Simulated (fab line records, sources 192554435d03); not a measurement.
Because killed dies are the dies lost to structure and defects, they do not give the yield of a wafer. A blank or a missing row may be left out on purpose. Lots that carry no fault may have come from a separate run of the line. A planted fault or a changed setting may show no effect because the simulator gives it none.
Split-lot experiment ; flow n5 finfet ; 21 wafers read from 7 lots, route of 1938 steps

== THE SPLIT ==
At N5_GATE_CUT_EXPOSE_10 (exposes mask GATE CUT, target cd 20 nm), the setting dose mj was moved away from the recipe's 43.25 on 9 of the 21 wafers read, by -5.7% to +3.7%. This setting was run at the recipe's value on the other wafers.

== FROM THE SPLIT TO THE READING: what the file shows between them, 2 steps ==
- N5_GATE_CUT_PEB_11: peb time 60 s
- N5_GATE_CUT_DEVELOP_12: develop time 30 s

== THE READING ==
cd nm at N5_GATE_CUT_CD_MEAS_13, given in nm (cd target 20 nm). Fault-free wafers of this fab line usually give 20.00 nm, standard deviation 0.28 nm.

wafer;tool, chamber at the split;dose mj as run;against the recipe;cd nm, nm;against lot-mates on the recipe
L075.1;euv scanner-01, 0;40.78;-5.7%;18.43;no lot-mate on the recipe
L075.2;euv scanner-01, 0;40.78;-5.7%;18.45;no lot-mate on the recipe
L075.6;euv scanner-01, 0;40.78;-5.7%;19.19;no lot-mate on the recipe
L081.1;euv scanner-02, 0;43.25;recipe;20.30;-
L081.3;euv scanner-02, 0;43.25;recipe;20.27;-
L081.6;euv scanner-02, 0;43.25;recipe;20.27;-
L082.1;euv scanner-02, 0;44.85;+3.7%;21.05;+1.35
L082.3;euv scanner-02, 0;43.25;recipe;19.70;-
L082.5;euv scanner-02, 0;44.85;+3.7%;20.60;+0.90
L083.2;euv scanner-01, 0;43.25;recipe;19.77;-
L083.4;euv scanner-01, 0;43.25;recipe;19.81;-
L083.6;euv scanner-01, 0;40.82;-5.6%;18.39;-1.40
L084.2;euv scanner-02, 0;43.25;recipe;19.71;-
L084.5;euv scanner-02, 0;43.25;recipe;20.08;-
L084.6;euv scanner-02, 0;43.25;recipe;20.04;-
L087.3;euv scanner-01, 0;43.25;recipe;19.70;-
L087.4;euv scanner-01, 0;42.35;-2.1%;19.38;-0.32
L087.5;euv scanner-01, 0;42.35;-2.1%;19.03;-0.67
L089.1;euv scanner-01, 0;42.22;-2.4%;19.69;-0.59
L089.5;euv scanner-01, 0;43.25;recipe;20.51;-
L089.6;euv scanner-01, 0;43.25;recipe;20.06;-

FIT RESULTS
A straight line over all 21 wafers: cd nm changes by +0.242 nm for each +1% of dose mj; r = +0.91; the points scatter about the line by 0.3 nm.
The same after taking each lot's own level away (the mean of its wafers on the recipe; 18 wafers): +0.27 nm for each +1%; r = +0.97; scatter 0.16 nm.
On that fit, the largest move of dose mj shifts the reading by 1.5 nm.
Across the lots, their own levels run from 19.700 to 20.285 nm, a range of 2.1 times the standard deviation given above.
So the lot-to-lot level changes the slope: the two fits differ.
Check: -1.56 nm against its lot-mates is what the line predicts for one of the wafers moved furthest among these (-5.6%) when that wafer is left out of the fit. Against them it came out at -1.4 nm.

== OTHER SPLITS ON THESE WAFERS ==
These wafers also went through other splits before the reading. Each is held against what the fit with the lots' levels taken away leaves over:
other split on the same wafers;wafers away from the commonest value;r with cd nm (lot level and that fit taken away)
N5_SD_EPI_P_EPI_21 temp c;4;+0.13
N5_SD_ACTIVATION_LSA_01 temp c;5;-0.12
N5_HKMG_FIN_ETCH_58 source w;8;-0.07
N5_GATE_CUT_COAT_27 spin rpm;5;+0.34

== THE WHOLE CHAIN: every reading that the file lists as answering this split, in the file's order ==
step;what it does;reading;change (the file's fit);r (the file's)
N5_GATE_CUT_CD_MEAS_13;target cd 20 nm;cd nm;+0.262 nm for each +1% of the setting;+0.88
N5_GATE_CUT_DESCUM_18;chemistry O2, time 7 s;GATE_CUT.cd nm (the simulator's own value, which no gauge read);+0.28 nm for each +1% of the setting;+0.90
N5_GATE_CUT_ETCH_28;etches underlayer in N2/H2, target depth 13 nm, time 10.4 s;GATE_CUT.cd nm (the simulator's own value, which no gauge read);+0.249 nm for each +1% of the setting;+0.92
N5_GATE_CUT_ETCH_36;etches SiARC in CF4, target depth 13 nm, time 21.7 s;GATE_CUT.cd nm (the simulator's own value, which no gauge read);+0.259 nm for each +1% of the setting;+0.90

== FILE'S OWN FIT ==
cd nm changes by +0.262 nm for each +1% of dose mj, r = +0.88.
